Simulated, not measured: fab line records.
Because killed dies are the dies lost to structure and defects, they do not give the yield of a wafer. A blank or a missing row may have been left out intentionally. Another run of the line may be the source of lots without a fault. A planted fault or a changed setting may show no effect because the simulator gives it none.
Matching of chambers / flow nand-harc / pecvd-01 running NHARC_P_M0_PRE_CLEAN_31: 3 sister chambers
The step time 12 s. 3 wafers are shown with their chamber, then 7 later ones without.

## WAFERS WITH THEIR CHAMBER
wafer=L081.5; chamber=2; heater-power-outer-w (W)=329
wafer=L084.6; chamber=1; heater-power-outer-w (W)=361
wafer=L086.4; chamber=0; heater-power-outer-w (W)=392

## WAFERS MISSING THEIR CHAMBER
wafer=L086.5; heater-power-outer-w (W)=338
wafer=L089.1; heater-power-outer-w (W)=463
wafer=L089.2; heater-power-outer-w (W)=371
wafer=L089.6; heater-power-outer-w (W)=454
wafer=L097.1; heater-power-outer-w (W)=265
wafer=L097.4; heater-power-outer-w (W)=314
wafer=L097.5; heater-power-outer-w (W)=464

## WHICH CHAMBER EACH ONE RAN IN
wafer=L086.5; from the rows above=can't be placed: 2 or 1 or 0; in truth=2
wafer=L089.1; from the rows above=can't be placed: 0 or 1 or 2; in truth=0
wafer=L089.2; from the rows above=can't be placed: 1 or 0 or 2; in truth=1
wafer=L089.6; from the rows above=can't be placed: 0 or 1 or 2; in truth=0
wafer=L097.1; from the rows above=can't be placed: 2 or 1 or 0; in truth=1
wafer=L097.4; from the rows above=can't be placed: 2 or 1 or 0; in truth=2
wafer=L097.5; from the rows above=can't be placed: 0 or 1 or 2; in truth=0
Correct placement for 0 of the 7. Not placeable from these rows: 7 (in 7, the candidates include the true chamber). Number placed wrongly: 0.
How it was worked out, from the rows above alone: a wafer's distance from a chamber is the root of the sum, over the readings, of the square of ((its reading less the chamber's mean) divided by the reading's scatter). If the next closest chamber is less than 2 further off than the closest, the wafer can't be placed; otherwise it belongs to the closest. Each chamber's mean is taken over the wafers shown for it. The scatter: with one shown wafer a chamber, the root of the mean of the squares of how far each hidden wafer lies from its nearest shown one.
